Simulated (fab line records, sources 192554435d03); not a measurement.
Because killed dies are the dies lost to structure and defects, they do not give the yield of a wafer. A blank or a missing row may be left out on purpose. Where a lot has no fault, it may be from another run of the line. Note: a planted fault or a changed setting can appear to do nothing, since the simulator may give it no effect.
Matching of chambers / flow n5Finfet / N5_BEOL_M5_ALD_86 on aldMetal-01: 4 sister chambers
The step deposits TaN, pulse time 2 s, purge time 3 s, co reactant purge time 2 s. 27 wafers are shown with their chamber, then 12 later ones without.

WAFERS PAIRED WITH THEIR CHAMBERS
wafer=L075.3; chamber=2; heaterPowerW (W)=411; precursorVesselTempC (C)=74.96; precursorVesselPressureTorr (Torr)=26.22
wafer=L075.4; chamber=0; heaterPowerW (W)=382; precursorVesselTempC (C)=74.95; precursorVesselPressureTorr (Torr)=26.23
wafer=L075.6; chamber=3; heaterPowerW (W)=411; precursorVesselTempC (C)=74.89; precursorVesselPressureTorr (Torr)=26.31
wafer=L078.1; chamber=3; heaterPowerW (W)=406; precursorVesselTempC (C)=75.00; precursorVesselPressureTorr (Torr)=26.19
wafer=L078.2; chamber=0; heaterPowerW (W)=391; precursorVesselTempC (C)=75.11; precursorVesselPressureTorr (Torr)=26.36
wafer=L078.6; chamber=0; heaterPowerW (W)=397; precursorVesselTempC (C)=74.96; precursorVesselPressureTorr (Torr)=26.18
wafer=L080.2; chamber=3; heaterPowerW (W)=404; precursorVesselTempC (C)=75.01; precursorVesselPressureTorr (Torr)=26.20
wafer=L080.3; chamber=0; heaterPowerW (W)=384; precursorVesselTempC (C)=74.87; precursorVesselPressureTorr (Torr)=26.29
wafer=L080.6; chamber=0; heaterPowerW (W)=387; precursorVesselTempC (C)=74.89; precursorVesselPressureTorr (Torr)=26.27
wafer=L082.1; chamber=0; heaterPowerW (W)=381; precursorVesselTempC (C)=75.21; precursorVesselPressureTorr (Torr)=26.16
wafer=L082.3; chamber=3; heaterPowerW (W)=400; precursorVesselTempC (C)=75.08; precursorVesselPressureTorr (Torr)=26.28
wafer=L082.4; chamber=1; heaterPowerW (W)=397; precursorVesselTempC (C)=74.86; precursorVesselPressureTorr (Torr)=26.31
wafer=L083.1; chamber=1; heaterPowerW (W)=407; precursorVesselTempC (C)=74.94; precursorVesselPressureTorr (Torr)=26.26
wafer=L083.2; chamber=3; heaterPowerW (W)=407; precursorVesselTempC (C)=75.12; precursorVesselPressureTorr (Torr)=26.27
wafer=L083.4; chamber=2; heaterPowerW (W)=415; precursorVesselTempC (C)=74.99; precursorVesselPressureTorr (Torr)=26.28
wafer=L084.2; chamber=1; heaterPowerW (W)=415; precursorVesselTempC (C)=75.27; precursorVesselPressureTorr (Torr)=26.23
wafer=L084.3; chamber=3; heaterPowerW (W)=402; precursorVesselTempC (C)=74.88; precursorVesselPressureTorr (Torr)=26.21
wafer=L084.6; chamber=1; heaterPowerW (W)=394; precursorVesselTempC (C)=75.17; precursorVesselPressureTorr (Torr)=26.30
wafer=L087.3; chamber=2; heaterPowerW (W)=413; precursorVesselTempC (C)=74.72; precursorVesselPressureTorr (Torr)=26.24
wafer=L087.5; chamber=1; heaterPowerW (W)=406; precursorVesselTempC (C)=75.03; precursorVesselPressureTorr (Torr)=26.24
wafer=L087.6; chamber=0; heaterPowerW (W)=383; precursorVesselTempC (C)=75.11; precursorVesselPressureTorr (Torr)=26.33
wafer=L085.1; chamber=1; heaterPowerW (W)=403; precursorVesselTempC (C)=74.96; precursorVesselPressureTorr (Torr)=26.20
wafer=L085.3; chamber=2; heaterPowerW (W)=414; precursorVesselTempC (C)=75.06; precursorVesselPressureTorr (Torr)=26.22
wafer=L085.4; chamber=3; heaterPowerW (W)=410; precursorVesselTempC (C)=75.03; precursorVesselPressureTorr (Torr)=26.29
wafer=L086.2; chamber=1; heaterPowerW (W)=407; precursorVesselTempC (C)=74.79; precursorVesselPressureTorr (Torr)=26.23
wafer=L086.4; chamber=2; heaterPowerW (W)=419; precursorVesselTempC (C)=74.86; precursorVesselPressureTorr (Torr)=26.29
wafer=L086.6; chamber=1; heaterPowerW (W)=410; precursorVesselTempC (C)=75.16; precursorVesselPressureTorr (Torr)=26.31

SIGNATURES, as means of the wafers listed above
reading=heaterPowerW; chamber 0=386.43; chamber 1=404.88; chamber 2=414.40; chamber 3=405.71; scatter within a chamber=5.34
reading=precursorVesselTempC; chamber 0=75.0143; chamber 1=75.0225; chamber 2=74.9180; chamber 3=75.0014; scatter within a chamber=0.134
reading=precursorVesselPressureTorr; chamber 0=26.2600; chamber 1=26.2600; chamber 2=26.2500; chamber 3=26.2500; scatter within a chamber=0.0528
Rule: for each reading, subtract the chamber's mean from the wafer's reading, divide by that reading's scatter and square the result; add these up over the readings and take the root, which gives the wafer's distance from the chamber. If the next closest chamber is less than 2 further off than the closest, the wafer can't be placed; otherwise it belongs to the closest. How the scatter is found: for the shown wafers, subtract from each reading the mean of its chamber, square and add these, divide the total by (wafers less chambers), then take the root.

WAFERS WITHOUT THEIR CHAMBER
wafer=L089.3; heaterPowerW (W)=409; precursorVesselTempC (C)=75.19; precursorVesselPressureTorr (Torr)=26.25
wafer=L089.4; heaterPowerW (W)=409; precursorVesselTempC (C)=74.99; precursorVesselPressureTorr (Torr)=26.18
wafer=L089.6; heaterPowerW (W)=409; precursorVesselTempC (C)=75.10; precursorVesselPressureTorr (Torr)=26.29
wafer=L091.1; heaterPowerW (W)=412; precursorVesselTempC (C)=75.12; precursorVesselPressureTorr (Torr)=26.20
wafer=L091.2; heaterPowerW (W)=391; precursorVesselTempC (C)=74.87; precursorVesselPressureTorr (Torr)=26.21
wafer=L091.6; heaterPowerW (W)=409; precursorVesselTempC (C)=74.92; precursorVesselPressureTorr (Torr)=26.15
wafer=L090.2; heaterPowerW (W)=401; precursorVesselTempC (C)=75.02; precursorVesselPressureTorr (Torr)=26.26
wafer=L090.4; heaterPowerW (W)=400; precursorVesselTempC (C)=75.06; precursorVesselPressureTorr (Torr)=26.18
wafer=L090.5; heaterPowerW (W)=409; precursorVesselTempC (C)=75.23; precursorVesselPressureTorr (Torr)=26.17
wafer=L097.1; heaterPowerW (W)=427; precursorVesselTempC (C)=74.81; precursorVesselPressureTorr (Torr)=26.22
wafer=L097.4; heaterPowerW (W)=402; precursorVesselTempC (C)=74.99; precursorVesselPressureTorr (Torr)=26.26
wafer=L097.5; heaterPowerW (W)=416; precursorVesselTempC (C)=74.64; precursorVesselPressureTorr (Torr)=26.26

THE CHAMBER EACH PASSED THROUGH
wafer=L089.3; from the rows above=can't be placed: 1 or 3 or 2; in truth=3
wafer=L089.4; from the rows above=can't be placed: 3 or 1 or 2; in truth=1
wafer=L089.6; from the rows above=can't be placed: 1 or 3 or 2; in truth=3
wafer=L091.1; from the rows above=can't be placed: 3 or 2 or 1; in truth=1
wafer=L091.2; from the rows above=can't be placed: 0 or 1 or 3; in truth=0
wafer=L091.6; from the rows above=can't be placed: 3 or 2 or 1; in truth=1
wafer=L090.2; from the rows above=can't be placed: 1 or 3 or 2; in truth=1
wafer=L090.4; from the rows above=can't be placed: 3 or 1 or 0 or 2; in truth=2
wafer=L090.5; from the rows above=can't be placed: 3 or 1 or 2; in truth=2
wafer=L097.1; from the rows above=can't be placed: 2 or 3 or 1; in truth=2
wafer=L097.4; from the rows above=can't be placed: 1 or 3 or 2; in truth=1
wafer=L097.5; from the rows above=can't be placed: 2 or 3 or 1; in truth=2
Correctly placed: 0 of 12. Cannot be placed on the basis of these rows: 12; the candidates contain the true chamber in 12. Wrongly placed: 0.
